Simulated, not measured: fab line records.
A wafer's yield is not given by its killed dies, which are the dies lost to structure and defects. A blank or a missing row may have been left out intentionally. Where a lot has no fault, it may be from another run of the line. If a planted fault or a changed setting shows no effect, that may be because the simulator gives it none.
Chamber matching ; flow n5_finfet ; N5_BEOL_M7_ETCH_65 on rie_diel-01: 4 sister chambers
The step etches SiARC in CF4, target depth 15.6 nm, time 26 s. 16 wafers are shown with their chamber, then 8 later ones without.

== WAFERS WITH THEIR CHAMBER ==
wafer;chamber;showerhead_plenum_p_Torr (Torr);drypump_motor_current_A (A);etch_rf_on_time_s (s)
L074.1;0;2.26;5.0;26.0
L074.2;2;2.12;5.5;26.3
L074.6;0;2.26;5.1;26.3
L077.2;1;2.26;6.0;26.1
L077.5;1;2.26;6.0;26.0
L077.6;3;2.17;5.4;25.1
L079.2;3;2.17;5.4;25.2
L079.4;0;2.26;5.1;26.2
L079.5;3;2.17;5.4;25.2
L083.1;0;2.25;5.0;26.1
L083.2;2;2.11;5.6;25.6
L083.3;3;2.17;5.4;24.9
L083.4;1;2.26;5.9;25.9
L083.5;2;2.11;5.5;25.6
L083.6;3;2.17;5.4;24.8
L090.3;1;2.25;6.0;25.9

SIGNATURES, as means of the wafers listed above
reading;chamber 0;chamber 1;chamber 2;chamber 3;scatter within a chamber
showerhead_plenum_p_Torr;2.2575;2.2575;2.1133;2.1700;0.00425
drypump_motor_current_A;5.050;5.975;5.533;5.400;0.0449
etch_rf_on_time_s;26.150;25.975;25.833;25.040;0.211
Rule: a wafer lies at a distance from a chamber equal to the root of the sum of squares, over the readings, of (its reading less the chamber's mean, divided by the reading's scatter). If the next closest chamber is less than 2 further off than the closest, the wafer can't be placed; otherwise it belongs to the closest. The scatter is the square root of a quotient: the sum, over the shown wafers, of each reading's squared deviation from its chamber's mean, divided by wafers minus chambers.

== WAFERS WITH NO CHAMBER GIVEN ==
wafer;showerhead_plenum_p_Torr (Torr);drypump_motor_current_A (A);etch_rf_on_time_s (s)
L090.5;2.25;6.0;25.8
L090.6;2.25;5.1;26.0
L091.1;2.25;6.0;25.8
L091.2;2.11;5.5;25.7
L091.3;2.25;5.1;25.6
L091.4;2.16;5.4;24.9
L091.5;2.25;6.0;25.8
L091.6;2.25;5.1;25.8

== WHICH CHAMBER EACH WENT THROUGH ==
wafer;from the rows above;in truth
L090.5;1;1
L090.6;0;0
L091.1;1;1
L091.2;2;2
L091.3;0;0
L091.4;3;3
L091.5;1;1
L091.6;0;0
8 of 8 placed correctly. From these rows, 0 cannot be placed. 0 placed wrongly.
